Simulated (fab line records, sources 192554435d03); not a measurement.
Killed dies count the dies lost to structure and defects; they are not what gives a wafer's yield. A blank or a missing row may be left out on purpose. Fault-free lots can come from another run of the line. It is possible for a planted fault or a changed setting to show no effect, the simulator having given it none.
Split-lot trial / flow n5Finfet / on a route of 1938 steps: 7 lots, 39 wafers read

## THE SPLIT ITSELF
At N5_BEOL_M13_SPUTTER_44 (material Ta, target thk 10 nm, time 16.13 s), the setting targetThkA was moved away from the recipe's 100 angstrom on 9 of the 39 wafers read, by -30.9% to +37.0%. The other wafers ran this setting at the recipe's value.

The split's own step is where the reading is taken.

## THE READING
Ta_of_BEOL_M13_SPUTTER_44.thkNm (the simulator's own value, which no gauge read), in nm, at N5_BEOL_M13_SPUTTER_44 (material Ta, target thk 10 nm, time 16.13 s). There is no usual value for it anywhere in the file. The 30 wafers here that ran the recipe average 10.0 nm, standard deviation 0.22 nm.

wafer=L079.1; tool, chamber at the split=pvdSputter-03, -; targetThkA as run, angstrom=100; against the recipe=recipe; Ta_of_BEOL_M13_SPUTTER_44.thkNm, nm=9.8; against lot-mates on the recipe=-
wafer=L079.2; tool, chamber at the split=pvdSputter-03, -; targetThkA as run, angstrom=100; against the recipe=recipe; Ta_of_BEOL_M13_SPUTTER_44.thkNm, nm=9.8; against lot-mates on the recipe=-
wafer=L079.4; tool, chamber at the split=pvdSputter-03, -; targetThkA as run, angstrom=100; against the recipe=recipe; Ta_of_BEOL_M13_SPUTTER_44.thkNm, nm=9.8; against lot-mates on the recipe=-
wafer=L079.5; tool, chamber at the split=pvdSputter-03, -; targetThkA as run, angstrom=100; against the recipe=recipe; Ta_of_BEOL_M13_SPUTTER_44.thkNm, nm=9.8; against lot-mates on the recipe=-
wafer=L079.6; tool, chamber at the split=pvdSputter-03, -; targetThkA as run, angstrom=100; against the recipe=recipe; Ta_of_BEOL_M13_SPUTTER_44.thkNm, nm=9.8; against lot-mates on the recipe=-
wafer=L079.3; tool, chamber at the split=pvdSputter-03, -; targetThkA as run, angstrom=100; against the recipe=recipe; Ta_of_BEOL_M13_SPUTTER_44.thkNm, nm=10; against lot-mates on the recipe=-
wafer=L080.1; tool, chamber at the split=pvdSputter-01, -; targetThkA as run, angstrom=100; against the recipe=recipe; Ta_of_BEOL_M13_SPUTTER_44.thkNm, nm=9.8; against lot-mates on the recipe=-
wafer=L080.2; tool, chamber at the split=pvdSputter-01, -; targetThkA as run, angstrom=100; against the recipe=recipe; Ta_of_BEOL_M13_SPUTTER_44.thkNm, nm=10.4; against lot-mates on the recipe=-
wafer=L080.6; tool, chamber at the split=pvdSputter-01, -; targetThkA as run, angstrom=100; against the recipe=recipe; Ta_of_BEOL_M13_SPUTTER_44.thkNm, nm=10.4; against lot-mates on the recipe=-
wafer=L080.3; tool, chamber at the split=pvdSputter-01, -; targetThkA as run, angstrom=100; against the recipe=recipe; Ta_of_BEOL_M13_SPUTTER_44.thkNm, nm=10; against lot-mates on the recipe=-
wafer=L080.5; tool, chamber at the split=pvdSputter-01, -; targetThkA as run, angstrom=100; against the recipe=recipe; Ta_of_BEOL_M13_SPUTTER_44.thkNm, nm=10; against lot-mates on the recipe=-
wafer=L080.4; tool, chamber at the split=pvdSputter-01, -; targetThkA as run, angstrom=100; against the recipe=recipe; Ta_of_BEOL_M13_SPUTTER_44.thkNm, nm=10.2; against lot-mates on the recipe=-
wafer=L082.1; tool, chamber at the split=pvdSputter-02, -; targetThkA as run, angstrom=137; against the recipe=+37.0%; Ta_of_BEOL_M13_SPUTTER_44.thkNm, nm=13.8; against lot-mates on the recipe=+3.5
wafer=L082.5; tool, chamber at the split=pvdSputter-02, -; targetThkA as run, angstrom=137; against the recipe=+37.0%; Ta_of_BEOL_M13_SPUTTER_44.thkNm, nm=13.8; against lot-mates on the recipe=+3.5
wafer=L082.6; tool, chamber at the split=pvdSputter-02, -; targetThkA as run, angstrom=137; against the recipe=+37.0%; Ta_of_BEOL_M13_SPUTTER_44.thkNm, nm=13.8; against lot-mates on the recipe=+3.5
wafer=L082.2; tool, chamber at the split=pvdSputter-02, -; targetThkA as run, angstrom=100; against the recipe=recipe; Ta_of_BEOL_M13_SPUTTER_44.thkNm, nm=10; against lot-mates on the recipe=-
wafer=L082.3; tool, chamber at the split=pvdSputter-02, -; targetThkA as run, angstrom=100; against the recipe=recipe; Ta_of_BEOL_M13_SPUTTER_44.thkNm, nm=10.4; against lot-mates on the recipe=-
wafer=L082.4; tool, chamber at the split=pvdSputter-02, -; targetThkA as run, angstrom=100; against the recipe=recipe; Ta_of_BEOL_M13_SPUTTER_44.thkNm, nm=10.4; against lot-mates on the recipe=-
wafer=L086.1; tool, chamber at the split=pvdSputter-01, -; targetThkA as run, angstrom=100; against the recipe=recipe; Ta_of_BEOL_M13_SPUTTER_44.thkNm, nm=9.8; against lot-mates on the recipe=-
wafer=L086.2; tool, chamber at the split=pvdSputter-01, -; targetThkA as run, angstrom=69.06; against the recipe=-30.9%; Ta_of_BEOL_M13_SPUTTER_44.thkNm, nm=7.2; against lot-mates on the recipe=-2.8
wafer=L086.3; tool, chamber at the split=pvdSputter-01, -; targetThkA as run, angstrom=69.06; against the recipe=-30.9%; Ta_of_BEOL_M13_SPUTTER_44.thkNm, nm=7.2; against lot-mates on the recipe=-2.8
wafer=L086.6; tool, chamber at the split=pvdSputter-01, -; targetThkA as run, angstrom=69.06; against the recipe=-30.9%; Ta_of_BEOL_M13_SPUTTER_44.thkNm, nm=7.2; against lot-mates on the recipe=-2.8
wafer=L086.4; tool, chamber at the split=pvdSputter-01, -; targetThkA as run, angstrom=100; against the recipe=recipe; Ta_of_BEOL_M13_SPUTTER_44.thkNm, nm=10; against lot-mates on the recipe=-
wafer=L086.5; tool, chamber at the split=pvdSputter-01, -; targetThkA as run, angstrom=100; against the recipe=recipe; Ta_of_BEOL_M13_SPUTTER_44.thkNm, nm=10.2; against lot-mates on the recipe=-
wafer=L088.1; tool, chamber at the split=pvdSputter-03, -; targetThkA as run, angstrom=128.6; against the recipe=+28.6%; Ta_of_BEOL_M13_SPUTTER_44.thkNm, nm=12.8; against lot-mates on the recipe=+2.9
wafer=L088.3; tool, chamber at the split=pvdSputter-03, -; targetThkA as run, angstrom=128.6; against the recipe=+28.6%; Ta_of_BEOL_M13_SPUTTER_44.thkNm, nm=12.8; against lot-mates on the recipe=+2.9
wafer=L088.5; tool, chamber at the split=pvdSputter-03, -; targetThkA as run, angstrom=128.6; against the recipe=+28.6%; Ta_of_BEOL_M13_SPUTTER_44.thkNm, nm=12.8; against lot-mates on the recipe=+2.9
wafer=L088.2; tool, chamber at the split=pvdSputter-03, -; targetThkA as run, angstrom=100; against the recipe=recipe; Ta_of_BEOL_M13_SPUTTER_44.thkNm, nm=10; against lot-mates on the recipe=-
wafer=L088.6; tool, chamber at the split=pvdSputter-03, -; targetThkA as run, angstrom=100; against the recipe=recipe; Ta_of_BEOL_M13_SPUTTER_44.thkNm, nm=10; against lot-mates on the recipe=-
wafer=L088.4; tool, chamber at the split=pvdSputter-03, -; targetThkA as run, angstrom=100; against the recipe=recipe; Ta_of_BEOL_M13_SPUTTER_44.thkNm, nm=9.8; against lot-mates on the recipe=-
wafer=L087.1; tool, chamber at the split=pvdSputter-03, -; targetThkA as run, angstrom=100; against the recipe=recipe; Ta_of_BEOL_M13_SPUTTER_44.thkNm, nm=9.8; against lot-mates on the recipe=-
wafer=L087.2; tool, chamber at the split=pvdSputter-03, -; targetThkA as run, angstrom=100; against the recipe=recipe; Ta_of_BEOL_M13_SPUTTER_44.thkNm, nm=9.8; against lot-mates on the recipe=-
wafer=L087.3; tool, chamber at the split=pvdSputter-03, -; targetThkA as run, angstrom=100; against the recipe=recipe; Ta_of_BEOL_M13_SPUTTER_44.thkNm, nm=9.8; against lot-mates on the recipe=-
wafer=L087.4; tool, chamber at the split=pvdSputter-03, -; targetThkA as run, angstrom=100; against the recipe=recipe; Ta_of_BEOL_M13_SPUTTER_44.thkNm, nm=9.8; against lot-mates on the recipe=-
wafer=L087.5; tool, chamber at the split=pvdSputter-03, -; targetThkA as run, angstrom=100; against the recipe=recipe; Ta_of_BEOL_M13_SPUTTER_44.thkNm, nm=9.8; against lot-mates on the recipe=-
wafer=L087.6; tool, chamber at the split=pvdSputter-03, -; targetThkA as run, angstrom=100; against the recipe=recipe; Ta_of_BEOL_M13_SPUTTER_44.thkNm, nm=9.8; against lot-mates on the recipe=-
wafer=L096.1; tool, chamber at the split=pvdSputter-02, -; targetThkA as run, angstrom=100; against the recipe=recipe; Ta_of_BEOL_M13_SPUTTER_44.thkNm, nm=10; against lot-mates on the recipe=-
wafer=L096.3; tool, chamber at the split=pvdSputter-02, -; targetThkA as run, angstrom=100; against the recipe=recipe; Ta_of_BEOL_M13_SPUTTER_44.thkNm, nm=9.8; against lot-mates on the recipe=-
wafer=L096.6; tool, chamber at the split=pvdSputter-02, -; targetThkA as run, angstrom=100; against the recipe=recipe; Ta_of_BEOL_M13_SPUTTER_44.thkNm, nm=9.6; against lot-mates on the recipe=-

FIT RESULTS
A straight line over all 39 wafers: Ta_of_BEOL_M13_SPUTTER_44.thkNm changes by +0.0978 nm for each +1% of targetThkA; r = +0.99; the points scatter about the line by 0.22 nm.
The same after taking each lot's own level away (the mean of its wafers on the recipe; 39 wafers): +0.0949 nm for each +1%; r = +1.00; scatter 0.14 nm.
On that fit, the largest move of targetThkA shifts the reading by 3.5 nm.
The span of the lots' own levels, 9.80 to 10.27 nm, comes to 2.1 times the standard deviation stated above.
Consequently the slope shifts little with the lot-to-lot level, the two slopes agreeing.
Check: with one of the wafers moved furthest among these (+37.0%) left out of the fit, the line predicts +3.54 nm for it against its lot-mates. Against them it came out at +3.53 nm.

## OTHER SPLITS ON THESE WAFERS
Note: prior to the reading, these wafers also went through further splits. Each is held against what the fit with the lots' levels taken away leaves over:
other split on the same wafers=N5_BEOL_M0_SAQP_SPACER2_ALD_26 targetThkA; wafers away from the commonest value=15; r with Ta_of_BEOL_M13_SPUTTER_44.thkNm (lot level and that fit taken away)=+0.11
other split on the same wafers=N5_BEOL_M6_ILD_DEP_00 timeS; wafers away from the commonest value=18; r with Ta_of_BEOL_M13_SPUTTER_44.thkNm (lot level and that fit taken away)=+0.18

## FILE'S OWN FIT
Ta_of_BEOL_M13_SPUTTER_44.thkNm changes by +0.0952 nm for each +1% of targetThkA, r = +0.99.
